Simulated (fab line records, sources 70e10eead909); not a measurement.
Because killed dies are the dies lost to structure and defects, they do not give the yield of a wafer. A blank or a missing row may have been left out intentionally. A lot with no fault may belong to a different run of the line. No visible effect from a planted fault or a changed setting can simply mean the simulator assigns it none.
A lot that was struck, set against a sound lot	flow nandHarc	15 out of 1159 route steps
Sound: wafers L487.1, L487.3, L487.5. Struck: wafer L500.6. (L500.1, L500.2 of the same lot were not struck and are left out.) The cause comes at the end.
For every step that has rows: the tool of each side, followed by ch and its chambers, followed by its first start. Under that, the readings that differ: sound wafers	struck wafers	difference of the means	sigmas: that difference in standard deviations of wafers without a fault.
alike: a reading whose means differ by less than 2 such deviations, as well as words and numbers matching on both sides. not compared: withheld readings; readings where some wafer has no value; bounds like >300 that might hide an equal value; numbers whose values overlap and for which the record gives no deviation.
Wherever a step has rows on one side only, a row that says differs or no value, or a row with sigmas, the two part there. When numbers do not overlap yet have no deviation, they are printed without sigmas and do not part them. Lack of a reading on every wafer of one side parts them only where that side has two or more wafers.

NHARC_A_CHANNEL_HOLE_D1_CD_MEAS_30:
  sound on cdSem-02, day 9 07:17; struck on cdSem-02, day 13 00:35
  alike: cdNm
then, 1 step without rows for these wafers: NHARC_A_CHANNEL_HOLE_D1_XSEM_31.
NHARC_A_CHANNEL_HOLE_D1_INSPECT_40:
  sound on defectInspect-01, day 9 07:29; struck on defectInspect-01, day 13 00:46
reading	sound	struck	difference	sigmas
rawDefectCount	79 89 64	40	-37	-2
then, 2 steps without rows for these wafers: NHARC_A_CHANNEL_FILL_D1_PRECLEAN_00 (cleans in SC1); NHARC_A_CHANNEL_FILL_D1_SRD_01.
NHARC_A_CHANNEL_FILL_D1_ALD_02: deposits SiO2, target thk 6 nm, pulse time 10 s, ald cycles 60.
  sound on aldHk-01 ch 1,2, day 9 08:20; struck on aldHk-04 ch 3, day 13 01:25
  alike: heaterPowerW, precursorPulseHeightRel
NHARC_A_CHANNEL_FILL_D1_ALD_03: deposits SiNx, target thk 6 nm, pulse time 60 s, ald cycles 58.
  sound: aldSinBatch-03 ch 0; struck: aldSinBatch-02 ch 0
  alike: precursorPulseHeightRel
then, 1 step without rows for these wafers: NHARC_A_CHANNEL_FILL_D1_ALD_14 (deposits SiO2, target thk 2.5 nm, pulse time 10 s, ald cycles 25).
NHARC_A_CHANNEL_FILL_D1_ALD_15: deposits SiNx, target thk 2 nm, pulse time 60 s, ald cycles 19.
  sound: aldSinBatch-03 ch 0; struck: aldSinBatch-03 ch 0
  alike: precursorPulseHeightRel
NHARC_A_CHANNEL_FILL_D1_ALD_16: deposits SiO2, target thk 1.5 nm, pulse time 10 s, ald cycles 15.
  sound on aldHk-04 ch 1,3, day 9 20:34; struck on aldHk-04 ch 1, day 13 13:28
  alike: heaterPowerW, precursorPulseHeightRel
then, 2 steps without rows for these wafers: NHARC_A_CHANNEL_FILL_D1_ANNEAL_17 (time 1800 s); NHARC_A_CHANNEL_FILL_D1_CVD_18 (deposits poly-Si, target thk 3 nm).
NHARC_A_CHANNEL_FILL_D1_ETCHBACK_19: etches the open film in HBr/Cl2, target depth 5 nm, time 1.7 s.
  sound on rieSi-05 ch 1,2,3, day 10 11:24; struck on rieSi-05 ch 2, day 14 03:37
reading	sound	struck	difference	sigmas
oesProductAu (a.u.)	1.021 0.998 0.992	0.757	-0.247	-25
throttleValvePct (%)	26.412 26.426 26.400	26.395	-0.018	-2
  alike: drypumpMotorCurrentA
  not compared: rfHoursCounterH
NHARC_A_CHANNEL_FILL_D1_ETCHBACK_20: etches the open film in C4F8/O2/Ar, target depth 27 nm, time 13.5 s.
  sound on rieDiel-13 ch 0,2,3, day 10 11:32; struck on rieDiel-04 ch 3, day 14 03:44
reading	sound	struck	difference	sigmas
oesProductAu (a.u.)	0.94 0.93 0.90	1.01	+0.09	+2
  alike: rfVppV
  not compared: rfHoursCounterH
-- jump in the record: it breaks off in module A_CHANNEL_FILL_D1 and resumes in module END (first step shown: number 1159 of the route), and 9 days separate the struck wafers' starts before and after --
NHARC_END_SORT_01:
  here the record holds rows for the struck wafers (prober-02 ch 0, day 23 15:08) but none for the sound ones

WHERE THEY PART
Earliest at NHARC_A_CHANNEL_HOLE_D1_INSPECT_40; latest, in this record, at NHARC_END_SORT_01.

WHY: what had been put in by the simulator
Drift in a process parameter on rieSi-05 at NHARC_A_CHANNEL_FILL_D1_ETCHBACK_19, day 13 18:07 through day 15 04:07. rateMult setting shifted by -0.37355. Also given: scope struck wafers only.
